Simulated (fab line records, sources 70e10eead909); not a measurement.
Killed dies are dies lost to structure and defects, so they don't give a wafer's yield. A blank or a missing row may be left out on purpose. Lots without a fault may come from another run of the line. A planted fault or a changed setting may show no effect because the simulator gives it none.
Chamber matching | flow nand_harc | NHARC_A_CHANNEL_FILL_D2_STRIP_28 on rie_diel-13: 4 sister chambers
The step strips in O2, time 20 s. 4 wafers are shown with their chamber, then 7 later ones without.

WAFERS WITH THEIR CHAMBER
wafer  | chamber | drypump_motor_current_A (A)
L081.5 | 1       | 5.7
L086.5 | 0       | 5.2
L089.1 | 3       | 5.6
L089.4 | 2       | 4.9

WAFERS WITHOUT THEIR CHAMBER
wafer  | drypump_motor_current_A (A)
L089.5 | 4.9
L092.2 | 5.7
L092.3 | 5.1
L092.4 | 4.9
L095.1 | 5.6
L095.5 | 5.2
L095.6 | 5.6

WHICH CHAMBER EACH WENT THROUGH
wafer  | from the rows above | in truth
L089.5 | 2                   | 2
L092.2 | 1                   | 1
L092.3 | 0                   | 0
L092.4 | 2                   | 2
L095.1 | 3                   | 3
L095.5 | 0                   | 0
L095.6 | 3                   | 3
Placed correctly: 7 of 7. Can't be placed from these rows: 0. Placed wrongly: 0.
How it was worked out, from the rows above alone: a wafer's distance from a chamber is the root of the sum, over the readings, of the square of ((its reading less the chamber's mean) divided by the reading's scatter). The wafer belongs to the nearest chamber; if the next one is less than 2 further off, it can't be placed. A chamber's mean is the mean of its shown wafers. The scatter: with one shown wafer a chamber, the root of the mean of the squares of how far each hidden wafer lies from its nearest shown one.
